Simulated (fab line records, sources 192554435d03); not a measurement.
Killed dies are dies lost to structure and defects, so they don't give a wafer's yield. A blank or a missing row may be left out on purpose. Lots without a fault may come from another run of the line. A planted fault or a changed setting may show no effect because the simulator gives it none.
fab line records | flow n5_finfet
record lots=7 wafers=21 last_day=18
route steps=1938 shown PMOS_HMC_CHANNEL_EPI@74 FIN_SAQP@114 BEOL_M4@1111 PASSIVATION@1936
lots that met no fault: from a run of the same line without faults
start_h: hours from the record's first day to the start of the lot's first wafer shown | wait_h: hours since the lot's step before | " the same as in the row above | L1.1+2: a row that stands for several wafers | - no value, or no start given | * or withheld: withheld | < > ~ a bound
route shown NAME@n: a module of which the file shows steps, and the number in the route of the first | usual: mean/standard deviation of fault-free wafers | same: alike in all rows | chamber/n: place in a boat | sites: the reading at each site | _std_site: their standard deviation | _edge_site: outer sites' mean less inner sites' | radius_mm: how far each site lies from the wafer's centre | mask NAME#n: copy n | behind: the tool/chamber that last shaped the wafer | hold: why the lot was held/for how many hours/how that ended | device: the transistor (n, p or np) that didn't switch | end of line: the same wafers' tests at the end of the route | a step without rows: its recipe alone | killed: dies lost to structure and defects at the first sort, not the wafer's yield | map: a wafer's dies, x killed, . not, _ none there
set.NAME: the setting as run; set.NAME@STEP: as run at that earlier step | model.NAME: the simulator's own value behind a step, which no gauge read
steps of the route over a sample of lots; a table a step, a row a wafer
services: from which hour (start_h, from the record's first day; less than 0 if before it) a tool's chamber was out of use, for how many hours, and why
## steps
# step N5_PMOS_HMC_CHANNEL_EPI_FIN_RECESS_16
# recipe chemistry=HBr/Cl2 target=Si mask_material=SiO2 target_depth_a=540 time_s=18 pressure_mtorr=10 icp_w=800 bias_w=75 HBr_flow_sccm=150 Cl2_flow_sccm=80
# usual HBr_flow_sccm=150.0/0.44 bias_w=74.95/0.22 drypump_motor_current_A=5.5/0.41 oes_product_au=1.005/0.014 throttle_valve_pct=35.58/0.28
# columns lot.wafer tool chamber start_h wait_h HBr_flow_sccm bias_w drypump_motor_current_A oes_product_au rf_hours_counter_h throttle_valve_pct
L753.1 rie_si-06 0 67.16 0.0 150.0 74.62 6.2 1.024 180 35.21
L753.2 " 1 " " 149.7 74.98 5.3 1.004 178 35.32
L753.6 " 0 " " 149.6 75.03 6.2 1.017 - 35.20
L754.1 rie_si-06 1 71.92 0.0 149.5 74.71 5.3 1.007 178 35.32
L754.2 " 3 " " 149.8 74.99 5.0 0.984 157 35.38
L754.4 " 0 " " 150.4 75.09 6.2 1.010 180 35.20
L762.2 rie_si-05 0 119.92 0.0 150.3 75.15 6.3 1.003 23 35.83
L762.3 " 3 " " 150.0 74.88 5.7 0.995 188 35.29
L762.4 " 2 " " 150.7 75.10 5.5 0.986 159 35.37
L764.2 rie_si-04 3 131.96 0.0 149.5 74.93 5.3 0.988 129 35.48
L764.4 " 1 " " 149.4 75.02 5.2 1.012 82 35.97
L764.6 " 2 " " 149.9 75.15 5.0 1.007 - 35.87
L766.1 rie_si-05 0 143.63 0.0 149.9 74.79 6.3 1.005 23 35.83
L766.3 " 1 " " 150.0 74.93 5.5 0.997 34 35.96
L766.4 " 2 " " 150.4 75.19 5.5 0.989 160 35.37
L767.1 rie_si-05 2 149.90 0.0 149.8 75.09 5.5 0.987 160 35.37
L767.2 " 3 " " 149.8 74.61 5.6 0.984 188 35.30
L767.3 " 0 " " 149.7 74.81 6.3 1.001 24 35.82
L768.1 rie_si-06 0 156.33 0.0 150.5 74.44 6.2 1.019 182 35.20
L768.4 " 1 " " 150.2 74.99 5.3 1.010 179 35.33
L768.5 " 3 " " 149.3 75.03 5.0 0.989 - 35.35
# step N5_FIN_SAQP_DESCUM_21
# recipe chemistry=O2 time_s=7.9 source_power_w=50 bias_power_w=20 pressure_mtorr=20 rf_frequency_hz=2.712e+07 temp_c=40 resist=CAR-ArF o2_flow_sccm=225
# usual drypump_motor_current_A=5.6/0.44 oes_product_au=0.78/0.064 rf_vpp_V=243.8/1.2 showerhead_plenum_p_Torr=2.14/0.057 temp_c=40.01/0.1 throttle_valve_pct=20.37/0.21
# columns lot.wafer tool chamber start_h wait_h drypump_motor_current_A oes_product_au rf_hours_counter_h rf_vpp_V showerhead_plenum_p_Torr temp_c throttle_valve_pct
L753.1 rie_diel-04 0 71.31 0.0 6.1 0.77 131 243.2 2.11 40.02 20.72
L753.2 " 3 " " 5.9 0.75 170 244.6 2.18 40.07 20.37
L753.6 " 0 " " 6.1 0.77 - 243.3 2.11 39.98 20.72
L754.1 rie_diel-04 3 75.82 0.0 5.9 0.74 171 245.0 2.18 40.00 20.39
L754.2 " 0 " " 6.1 0.77 133 242.7 2.11 40.13 20.73
L754.4 " 2 " " 6.0 0.71 201 242.8 2.09 40.07 20.32
L762.2 rie_diel-03 0 123.64 0.0 5.4 0.83 86 244.6 2.21 39.87 20.20
L762.3 " 1 " " 5.4 0.77 121 244.0 2.10 39.84 20.14
L762.4 " 3 " " 5.9 0.68 231 244.9 2.18 40.03 20.53
L764.2 rie_diel-03 2 135.60 0.1 5.2 0.78 152 241.7 2.09 40.01 20.22
L764.4 " 1 " " 5.4 0.77 125 242.6 2.10 39.89 20.15
L764.6 " 0 " " 5.3 0.81 - 243.9 2.21 40.10 20.16
L766.1 rie_diel-01 1 147.82 0.0 5.1 0.70 226 244.0 2.18 40.07 20.55
L766.3 " 3 " " 6.2 0.86 32 246.2 2.20 39.90 20.06
L766.4 " 0 " " 5.8 0.78 148 243.5 2.11 39.89 20.37
L767.1 rie_diel-01 1 154.01 0.0 5.1 0.70 229 244.4 2.18 40.01 20.55
L767.2 " 3 " " 6.2 0.87 34 245.0 2.20 39.85 20.05
L767.3 " 0 " " 5.9 0.78 151 244.2 2.11 40.03 20.38
L768.1 rie_diel-03 2 159.99 0.0 5.2 0.78 160 242.6 2.09 40.00 20.24
L768.4 " 3 " " 5.9 0.67 243 244.0 2.17 39.94 20.55
L768.5 " 0 " " 5.3 0.81 - 243.6 2.21 39.96 20.18
# step N5_FIN_SAQP_SPACER1_ETCHBACK_25
# recipe chemistry=CHF3/O2 mode=anisotropic_etchback target=SiO2 target_depth_a=244 time_s=12.2 pressure_mtorr=30 source_w=650 bias_w=170 Ar_flow_sccm=200 CHF3_flow_sccm=50 O2_flow_sccm=5 ion_energy_ev=200
# usual CHF3_flow_sccm=49.98/0.13 O2_flow_sccm=5.000/0.017 bias_w=170.0/0.47 drypump_motor_current_A=5.6/0.42 oes_product_au=0.78/0.067 rf_vpp_V=522/9.6 showerhead_plenum_p_Torr=2.45/0.065 throttle_valve_pct=18.81/0.17
# columns lot.wafer tool chamber start_h wait_h CHF3_flow_sccm O2_flow_sccm bias_w drypump_motor_current_A oes_product_au rf_hours_counter_h rf_vpp_V showerhead_plenum_p_Torr throttle_valve_pct
L753.1 rie_diel-04 3 73.38 0.4 - - - - - - - - -
L753.2 " 0 " " - - - - - - - - -
L753.6 " 2 " " - - - - - - - - -
L754.1 rie_diel-04 2 77.84 0.4 - - - - - - - - -
L754.2 " 1 " " - - - - - - - - -
L754.4 " 3 " " - - - - - - - - -
L762.2 rie_diel-04 1 126.17 0.5 50.06 5.019 169.8 6.0 0.88 26 534 2.47 19.06
L762.3 " 0 " " 49.99 5.006 170.1 6.1 0.76 152 519 2.41 19.11
L762.4 " 2 " " 50.02 4.982 170.0 6.1 0.71 222 534 2.39 18.79
L764.2 rie_diel-03 1 137.42 0.4 49.95 4.986 170.0 5.4 0.77 125 529 2.41 18.57
L764.4 " 0 " " 50.29 4.976 170.0 5.3 0.82 90 516 2.53 18.62
L764.6 " 0 " " 49.94 5.004 170.6 5.3 0.81 - 517 2.53 18.61
L766.1 rie_diel-04 3 149.62 0.4 50.18 4.976 169.4 6.0 0.73 196 527 2.49 18.89
L766.3 " 1 " " 50.07 4.979 170.0 6.0 0.87 33 532 2.47 19.07
L766.4 " 0 " " 49.88 4.971 169.8 6.0 0.75 160 520 2.40 19.14
L767.1 rie_diel-04 0 155.85 0.4 50.35 5.013 169.8 6.1 0.75 163 520 2.40 19.15
L767.2 " 3 " " 49.81 4.994 169.5 5.9 0.72 198 526 2.49 18.90
L767.3 " 1 " " 49.93 4.985 169.5 6.0 0.86 36 531 2.47 19.07
L768.1 rie_diel-03 2 162.17 0.4 50.10 5.016 169.9 5.2 0.78 161 521 2.41 18.72
L768.4 " 0 " " 49.98 5.007 170.3 5.3 0.81 99 516 2.53 18.63
L768.5 " 2 " " 49.86 5.009 169.6 5.2 0.78 - 521 2.41 18.73
# step N5_FIN_SAQP_MANDREL1_REMOVE_56
# recipe chemistry=HBr/Cl2/O2 bt_time_s=10 target=a-Si stop_on=SiNx endpoint=OES-SiCl over_etch_frac=1 icp_w=600 bias_w=22 HBr_flow_sccm=150 Cl2_flow_sccm=80 O2_flow_sccm=5 pressure_mtorr=10
# usual HBr_flow_sccm=150.0/0.42 bias_w=21.99/0.063 drypump_motor_current_A=6.1/0.55 oes_product_au=1.008/0.014 throttle_valve_pct=36.7/0.33
# columns lot.wafer tool chamber start_h wait_h HBr_flow_sccm bias_w drypump_motor_current_A oes_product_au rf_hours_counter_h throttle_valve_pct
L753.1 rie_si-02 2 73.46 0.1 149.5 22.09 6.7 0.379 106 36.3
L753.2 " 3 " " 150.0 21.98 5.9 0.371 89 36.7
L753.6 " 3 " " 150.4 21.98 5.9 0.380 - 36.7
L754.1 rie_si-01 3 77.93 0.1 150.2 21.87 6.3 0.382 42 36.7
L754.2 " 0 " " 149.9 22.09 6.2 0.376 39 36.9
L754.4 " 2 " " 150.2 21.92 5.4 0.384 4 36.7
L762.2 rie_si-01 0 126.26 0.1 149.9 22.02 6.2 1.017 40 36.9
L762.3 " 2 " " 149.3 22.06 5.4 1.023 6 36.7
L762.4 " 3 " " 151.0 22.13 6.3 1.010 43 36.7
L764.2 rie_si-03 2 137.51 0.1 150.4 21.89 6.2 1.013 81 36.3
L764.4 " 3 " " 150.1 22.11 5.3 1.043 7 36.7
L764.6 " 1 " " 150.6 22.03 5.7 0.981 - 36.4
L766.1 rie_si-01 1 149.71 0.1 150.2 21.92 5.8 0.990 52 36.5
L766.3 " 3 " " 150.8 21.98 6.3 1.006 44 36.7
L766.4 " 2 " " 149.9 22.03 5.4 1.027 6 36.7
L767.1 rie_si-01 3 155.94 0.1 150.2 22.03 6.3 1.003 44 36.7
L767.2 " 0 " " 149.5 21.97 6.2 1.014 40 36.9
L767.3 " 1 " " 150.7 21.94 5.8 0.992 53 36.4
L768.1 rie_si-03 2 162.26 0.1 150.0 22.03 6.2 1.021 82 36.3
L768.4 " 1 " " 150.2 21.93 5.7 0.988 14 36.4
L768.5 " 0 " " 149.5 21.97 4.7 0.984 - 36.6
# step N5_FIN_SAQP_CD_MEAS_27
# recipe target_cd_nm=20 landing_energy_ev=1000 detector=se_inlens polarity=line
# usual cd_nm=20.31/0.22
# same landing_energy_ev=1000
# columns lot.wafer tool chamber start_h wait_h cd_nm
L753.1 cd_sem-01 0 73.57 0.1 -
L753.2 " 0 " " -
L753.6 " 0 " " -
L754.1 cd_sem-02 0 78.04 0.1 -
L754.2 " 0 " " -
L754.4 " 0 " " -
L762.2 cd_sem-03 0 126.37 0.1 20.09
L762.3 " 0 " " 20.31
L762.4 " 0 " " 20.62
L764.2 cd_sem-02 0 137.62 0.1 20.27
L764.4 " 0 " " 20.36
L764.6 " 0 " " 20.08
L766.1 cd_sem-01 0 149.82 0.1 19.86
L766.3 " 0 " " 20.44
L766.4 " 0 " " 20.24
L767.1 cd_sem-03 0 156.05 0.1 20.20
L767.2 " 0 " " 20.09
L767.3 " 0 " " 20.12
L768.1 cd_sem-01 0 162.37 0.1 20.34
L768.4 " 0 " " 20.39
L768.5 " 0 " " 20.24
# step N5_FIN_SAQP_STRIP_77
# recipe chemistry=N2/H2 time_s=90 power_w=100 temp_c=40 pressure_mtorr=100 rf_frequency_hz=6e+07 bias_power_w=3 n2_flow_sccm=300 h2_flow_sccm=300
# usual drypump_motor_current_A=5.6/0.47 h2_flow_sccm=300.0/0.93 oes_product_au=0.77/0.064 rf_vpp_V=45.4/0.82 showerhead_plenum_p_Torr=3.41/0.097 temp_c=40.00/0.11 throttle_valve_pct=12.14/0.19
# columns lot.wafer tool chamber start_h wait_h drypump_motor_current_A h2_flow_sccm oes_product_au rf_hours_counter_h rf_vpp_V showerhead_plenum_p_Torr temp_c throttle_valve_pct
L753.1 rie_diel-03 2 75.26 0.0 5.2 300.3 0.80 132 46.0 3.37 39.88 11.97
L753.2 " 0 " " 5.3 300.4 0.84 69 44.9 3.54 40.11 11.82
L753.6 " 1 " " 5.4 299.4 0.79 - 44.7 3.41 39.98 11.97
L754.1 rie_diel-03 3 79.84 0.0 5.9 299.4 0.69 215 46.7 3.48 40.22 12.34
L754.2 " 1 " " 5.4 299.6 0.79 107 44.8 3.41 39.96 11.97
L754.4 " 0 " " 5.4 299.3 0.84 70 45.9 3.54 39.82 11.82
L762.2 rie_diel-01 0 128.18 0.0 5.8 299.5 0.78 139 45.4 3.37 40.14 12.08
L762.3 " 1 " " 5.1 298.8 0.70 218 45.3 3.49 39.99 12.27
L762.4 " 2 " " 4.8 299.4 0.73 161 46.1 3.25 40.20 12.35
L764.2 rie_diel-03 1 139.40 0.0 5.4 299.0 0.77 126 45.1 3.40 40.01 12.02
L764.4 " 3 " " 5.9 299.5 0.68 237 46.1 3.47 39.90 12.40
L764.6 " 2 " " 5.2 301.1 0.78 - 44.7 3.36 40.01 12.03
L766.1 rie_diel-01 0 151.66 0.0 5.8 300.8 0.78 150 45.1 3.37 39.97 12.10
L766.3 " 3 " " 6.2 301.8 0.85 34 47.1 3.56 39.94 11.85
L766.4 " 2 " " 4.8 299.5 0.73 168 46.1 3.25 39.99 12.35
L767.1 rie_diel-03 1 157.86 0.0 5.4 298.9 0.77 132 45.4 3.40 40.31 12.05
L767.2 " 0 " " 5.3 298.9 0.80 97 45.4 3.53 39.80 11.88
L767.3 " 2 " " 5.2 300.4 0.78 159 45.8 3.35 40.06 12.03
L768.1 rie_diel-03 3 164.20 0.0 5.9 299.1 0.66 245 44.6 3.46 39.89 12.40
L768.4 " 1 " " 5.4 299.8 0.76 135 46.1 3.40 39.78 12.05
L768.5 " 2 " " 5.2 298.7 0.78 - 45.7 3.35 40.12 12.04
# step N5_BEOL_M4_RC_MEAS_101
# usual DIBL_N=36.2/1.7 DIBL_P=36.2/2.2 IOFF_N=0.16/0.035 IOFF_P=0.21/0.042 ION_N=673/13 ION_P=462/7.9 SS_N=71.4/0.59 SS_P=73.2/0.7 VT_N=250/3.6 VT_P=-251/3.5
# columns lot.wafer tool chamber start_h wait_h DIBL_N[mV/V] DIBL_P[mV/V] IOFF_N[nA/um] IOFF_P[nA/um] ION_N[uA/um] ION_P[uA/um] SS_N[mV/dec] SS_P[mV/dec] VT_N[mV] VT_P[mV]
L762.2 prober-02 0 277.09 0.2 36.2 35.5 0.16 0.21 670 465 71.2 73.1 251 -249
L762.3 " 0 " " 35.4 35.1 0.16 0.21 677 468 71.6 73.0 249 -249
L762.4 " 0 " " 36.9 37.5 0.17 0.24 676 462 72.2 73.1 249 -249
L764.2 prober-01 0 287.95 0.2 35.2 34.0 0.13 0.18 668 460 71.4 72.7 250 -253
L764.4 " 0 " " 37.4 36.2 0.18 0.22 685 467 71.3 72.8 245 -251
L764.6 " 0 " " 36.4 34.2 0.15 0.19 661 455 70.8 73.1 249 -252
L766.1 prober-01 0 302.20 0.0 37.8 37.2 0.16 0.25 669 459 71.8 73.6 247 -247
L766.3 " 0 " " 36.2 34.0 0.12 0.19 673 462 71.5 72.6 255 -251
L766.4 " 0 " " 37.1 34.9 0.15 0.21 675 470 70.9 72.3 249 -249
L767.1 prober-02 0 303.62 0.0 37.0 36.1 0.16 0.21 668 459 71.3 72.9 251 -250
L767.2 " 0 " " 34.4 33.8 0.12 0.17 666 457 71.0 71.9 255 -253
L767.3 " 0 " " 37.7 37.8 0.18 0.24 678 459 71.8 73.3 247 -249
L768.1 prober-01 0 305.78 0.0 34.9 36.8 0.15 0.17 665 450 70.6 73.9 252 -257
L768.4 " 0 " " 35.1 35.5 0.14 0.16 672 451 71.4 73.2 252 -259
L768.5 " 0 " " 34.1 35.1 0.13 0.16 666 454 71.0 73.1 255 -258
# step N5_PASSIVATION_PROBE_49
# usual defect_limited_yield=91.4/1.4 killed_at_M0_to_M3=31/10 killed_at_M4_up=14/5.6 killed_at_contacts=13/6.3 killed_at_front_end=39/10 killed_at_other=4/3.1 killed_dies=101/16 killed_on_rim=13/3.9 killed_open=65/13 killed_short=34/7.2 sort_bin_5_function=5.1/0.88 sort_bin_6_memory=3.2/0.66 sort_n_pass=1079/16 sort_yield_pct=91.4/1.4
# same gross_dies=1180 killed_at_back_side=0 sort_bin_4_leakage[%]=0 sort_bin_8_speed[%]=0
# columns lot.wafer tool chamber start_h wait_h defect_limited_yield[%] killed_at_M0_to_M3 killed_at_M4_up killed_at_contacts killed_at_front_end killed_at_other killed_dies killed_on_rim killed_open killed_short sort_bin_5_function[%] sort_bin_6_memory[%] sort_n_pass sort_yield_pct[%]
L753.1 prober-02 - 325.07 0.0 0 51 8 7 1113 1 1180 152 61 43 96.5 3.1 0 0
L753.2 prober-02 - 325.12 0.1 0 41 13 7 1117 2 1180 152 69 42 95.9 3.1 0 0
L753.6 prober-02 - 325.32 0.3 0 27 11 7 1122 13 1180 152 57 42 96.8 2.6 0 0
L754.1 prober-02 - 332.68 0.1 0 68 4 8 1097 3 1180 152 73 48 96.0 3.6 0 0
L754.2 prober-02 - 332.73 0.1 0 48 9 5 1117 1 1180 152 59 38 96.4 3.3 0 0
L754.4 prober-02 - 332.83 0.2 0 56 9 12 1101 2 1180 152 56 46 96.4 3.2 0 0
# killed by level:class
L753.1 FIN_SAQP:area_etchback=1076 GATE_CUT:geometric_particle:short=11 BEOL_M2:geometric_particle:open=10 BEOL_M0_SAQP:geometric_particle:short=9 BEOL_M0_SAQP:geometric_particle:open=9 BEOL_M4:geometric_particle:open=6 GATE_CUT:geometric_particle:open=6 BEOL_M3:geometric_particle:open=6
L753.2 FIN_SAQP:area_etchback=1068 BEOL_M2:geometric_particle:open=13 BEOL_M0_SAQP:geometric_particle:open=11 STI_FIN_REVEAL:geometric_particle:open=10 GATE_CUT:geometric_particle:short=8 BEOL_M0_SAQP:geometric_particle:short=6 FIN_SAQP:geometric_particle:short=5 FIN_SAQP:geometric_particle:open=5
L753.6 FIN_SAQP:area_etchback=1079 BEOL_M0_SAQP:geometric_particle:short=12 FIN_SAQP:geometric_particle:short=9 BEOL_M0_SAQP:geometric_particle:open=9 MOL_CONTACT_COAG:geometric_particle:open=7 FIN_SAQP:geometric_particle:open=6 STI_FIN_REVEAL:geometric_particle:open=5 PASS1_DEP:geometric_particle:open=5
L754.1 FIN_SAQP:area_etchback=1059 BEOL_M0_SAQP:geometric_particle:short=30 BEOL_M0_SAQP:geometric_particle:open=29 FIN_SAQP:geometric_particle:short=7 FIN_SAQP:geometric_particle:open=7 MOL_CONTACT_COAG:geometric_particle:open=7 STI_FIN_REVEAL:geometric_particle:open=6 DUMMY_GATE:geometric_particle:open=6
L754.2 FIN_SAQP:area_etchback=1081 BEOL_M0_SAQP:geometric_particle:short=19 BEOL_M0_SAQP:geometric_particle:open=18 FIN_SAQP:geometric_particle:open=8 DUMMY_GATE:geometric_particle:open=8 FIN_SAQP:geometric_particle:short=7 MOL_CONTACT_COAG:geometric_particle:open=5 BEOL_M3:geometric_particle:open=5
L754.4 FIN_SAQP:area_etchback=1077 BEOL_M0_SAQP:geometric_particle:short=24 BEOL_M0_SAQP:geometric_particle:open=16 MOL_CONTACT_COAG:geometric_particle:open=9 BEOL_M2:geometric_particle:open=6 FIN_SAQP:geometric_particle:short=4 DUMMY_GATE:geometric_particle:open=4 GATE_CUT:geometric_particle:short=3
## services
# columns tool chamber start_h hours kind
rie_diel-01 3 43.78 - clean
rie_diel-01 3 43.78 - consumable_replace:focus_ring
rie_diel-01 3 43.78 - consumable_replace:showerhead
rie_diel-01 3 43.78 15.0 scheduled_down
rie_diel-01 3 43.78 15.0 vent_cycle
rie_diel-01 0 51.63 3.6 repair
rie_si-01 2 65.39 1.7 repair
rie_si-01 - 71.67 2.8 pm
rie_si-03 - 89.44 14.6 pm
rie_si-05 2 104.00 2.9 repair
rie_diel-01 0 112.49 8.4 repair
rie_si-06 1 114.87 4.9 repair
rie_si-03 - 117.25 2.8 pm
rie_si-04 3 121.86 1.2 repair
rie_si-03 - 125.66 0.3 repair
rie_si-01 2 127.83 8.9 repair
rie_si-05 3 128.71 3.4 repair
rie_si-04 2 132.35 7.1 repair
rie_si-05 3 133.45 6.2 repair
rie_si-02 2 148.44 4.2 repair
rie_diel-03 - 150.21 4.3 pm
rie_diel-04 1 161.52 5.3 repair
## key
first_sign step=N5_FIN_SAQP_SPACER1_ETCHBACK_25 reading=tool_record direction=missing
effect step=N5_FIN_SAQP_MANDREL1_REMOVE_56 reading=oes_product_au direction=down sigmas=46 usual=1.008 struck=0.379 through=control_loop
effect step=N5_FIN_SAQP_CD_MEAS_27 reading=cd_nm direction=missing through=control_loop
effect step=N5_PASSIVATION_PROBE_49 reading=sort_bin_5_function direction=up sigmas=99+ usual=5.1 struck=96.3
more_kills_born_at N5_FIN_SAQP_SPACER1_ETCHBACK_25@rie_diel-04=6440
met_at N5_FIN_SAQP_SPACER1_ETCHBACK_25
struck_lots L753,L754
later_rows_left_out L753.1,L753.2,L753.6,L754.1,L754.2,L754.4
loop_trim step=N5_FIN_SAQP_EXPOSE_13 setting=dose lots=L753,L754
not_acting_at N5_PMOS_HMC_CHANNEL_EPI_FIN_RECESS_16,N5_FIN_SAQP_DESCUM_21,N5_FIN_SAQP_STRIP_77
fault kind=skipped_step_whole tool=rie_diel-04 chamber=- onset_h=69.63 steps=N5_FIN_SAQP_SPACER1_ETCHBACK_25 scope=struck_lots_only
# later_rows_left_out: the simulator's readings of these wafers behind a module that went badly wrong aren't trusted and aren't shown, but for the sort
# loop_trim: a control loop set the setting to another value than it would have without faults
